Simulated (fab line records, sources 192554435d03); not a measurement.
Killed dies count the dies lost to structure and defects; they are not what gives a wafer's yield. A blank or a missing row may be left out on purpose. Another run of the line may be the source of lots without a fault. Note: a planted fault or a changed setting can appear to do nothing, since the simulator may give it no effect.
Split-lot experiment    flow n5 finfet    36 wafers read from 7 lots, route of 1938 steps

== THE SPLIT ITSELF ==
At N5_BEOL_M6_ETCH_62 (etches SOC in N2/H2, target depth 110 nm, overetch 22 nm, time 165 s), the setting time s was moved away from the recipe's 165 s on 15 of the 36 wafers read, by -16.7% to +46.6%. The other wafers ran this setting at the recipe's value.

== FROM THE SPLIT TO THE READING: what the file shows between them, 9 steps ==
- N5_BEOL_M6_STRIP_68: strips in N2/H2
- N5_BEOL_M6_STRIP_67: strips in CF4
- N5_BEOL_M6_HM_OPEN_17: chemistry Cl2/BCl3, target TiN, target depth 20 nm, overetch 6 nm
- N5_BEOL_M6_STRIP_19: strips in O2
- N5_BEOL_M6_CD_MEAS_18: pitch 80 nm, target cd 40 nm
- N5_BEOL_M6_COAT_63: time 60 s, resist thk 60 nm
- N5_BEOL_M6_COAT_64: time 60 s, resist thk 12 nm
- N5_BEOL_M6_PRECLEAN_42: cleans in residue remover, time 60 s
- N5_BEOL_M6_SRD_43: time 30 s

== THE READING ==
cd nm, in nm, at N5_BEOL_M6_CD_MEAS_35 (target cd 40 nm, target cd y 28 nm). Typical for fault-free wafers on this fab line: 40.0 nm, with standard deviation 0.7 nm.

wafer   tool, chamber at the split  time s as run, s  against the recipe  cd nm, nm  against lot-mates on the recipe
L075.1  rie diel-04, 1              210.2             +27.4%              41.8       +1.5
L075.2  rie diel-04, 3              210.2             +27.4%              41.8       +1.5
L075.3  rie diel-04, 0              165               recipe              40.2       -
L075.4  rie diel-04, 2              210.2             +27.4%              41.3       +1.0
L075.5  rie diel-04, 1              165               recipe              40.8       -
L075.6  rie diel-04, 2              165               recipe              39.9       -
L076.1  rie diel-03, 2              165               recipe              39.0       -
L076.2  rie diel-03, 0              165               recipe              40.0       -
L076.5  rie diel-03, 0              165               recipe              40.4       -
L084.1  rie diel-03, 0              241.9             +46.6%              41.6       +2.3
L084.2  rie diel-03, 1,2,3          165               recipe              39.6       -
L084.3  rie diel-03, 3              241.9             +46.6%              42.6       +3.3
L084.4  rie diel-03, 1,2,3          165               recipe              39.1       -
L084.5  rie diel-03, 1,2,3          165               recipe              39.1       -
L084.6  rie diel-03, 0              241.9             +46.6%              41.7       +2.4
L091.2  rie diel-04, 0              165               recipe              40.4       -
L091.5  rie diel-04, 0              165               recipe              40.7       -
L091.6  rie diel-04, 2              165               recipe              39.1       -
L096.1  rie diel-03, 0              165               recipe              40.6       -
L096.2  rie diel-03, 1,1,0          199.9             +21.2%              39.8       -0.2
L096.3  rie diel-03, 3              165               recipe              39.5       -
L096.4  rie diel-03, 2              165               recipe              39.9       -
L096.5  rie diel-03, 1,1,0          199.9             +21.2%              41.0       +1.0
L096.6  rie diel-03, 1,1,0          199.9             +21.2%              40.4       +0.4
L095.1  rie diel-03, 3              211.4             +28.1%              41.7       +1.8
L095.2  rie diel-03, 1              165               recipe              39.9       -
L095.3  rie diel-03, 0              211.4             +28.1%              41.1       +1.2
L095.4  rie diel-03, 2              165               recipe              40.0       -
L095.5  rie diel-03, 0              211.4             +28.1%              41.7       +1.8
L095.6  rie diel-03, 1              165               recipe              39.9       -
L097.1  rie diel-04, 1              137.5             -16.7%              38.4       -1.4
L097.2  rie diel-04, 2              165               recipe              39.6       -
L097.3  rie diel-04, 0              137.5             -16.7%              39.2       -0.6
L097.4  rie diel-04, 0              165               recipe              39.9       -
L097.5  rie diel-04, 2              137.5             -16.7%              38.5       -1.3
L097.6  rie diel-04, 1              165               recipe              39.9       -
Where a row lists several chambers, the file gives one row for several wafers and doesn't say which wafer went through which chamber.

FIT RESULTS
A straight line over all 36 wafers: cd nm changes by +0.0512 nm for each +1% of time s; r = +0.86; the points scatter about the line by 0.53 nm.
The same after taking each lot's own level away (the mean of its wafers on the recipe; 36 wafers): +0.0543 nm for each +1%; r = +0.90; scatter 0.47 nm.
On that fit, the largest move of time s shifts the reading by 2.5 nm.
The span of the lots' own levels, 39.27 to 40.30 nm, comes to 1.5 times the standard deviation stated above.
Hence the lot-to-lot level has little effect on the slope; both slopes agree.
Check: with one of the wafers moved furthest among these (+46.6%) left out of the fit, the line predicts +2.48 nm for it against its lot-mates. It came out at +2.33 nm against them.

== THE WHOLE CHAIN: every reading that the file lists as answering this split, in the file's order ==
step                   what it does                                                          reading                                                                           change (the file's fit)                                                               r (the file's)
N5_BEOL_M6_ETCH_62     etches SOC in N2/H2, target depth 110 nm, overetch 22 nm, time 165 s  SiARC_of_BEOL_M6_COAT_60.thk nm (the simulator's own value, which no gauge read)  -0.0644 nm for each +1% of the setting                                                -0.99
N5_BEOL_M6_HM_OPEN_17  chemistry Cl2/BCl3, target TiN, target depth 20 nm, overetch 6 nm     oes product au                                                                    not straight: 0.34 at the lowest setting, 0.74 at the recipe, 0.51 at the highest     not given
N5_BEOL_M6_HM_OPEN_17  chemistry Cl2/BCl3, target TiN, target depth 20 nm, overetch 6 nm     etch.depth nm (the simulator's own value, which no gauge read)                    not straight: 20.04 at the lowest setting, 20.27 at the recipe, 12.58 at the highest  not given
N5_BEOL_M6_CD_MEAS_18  pitch 80 nm, target cd 40 nm                                          cd nm                                                                             +0.0542 nm for each +1% of the setting                                                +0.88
N5_BEOL_M6_CD_MEAS_35  target cd 40 nm, target cd y 28 nm                                    cd nm                                                                             +0.0518 nm for each +1% of the setting                                                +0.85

== FILE'S OWN FIT ==
cd nm changes by +0.0518 nm for each +1% of time s, r = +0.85.
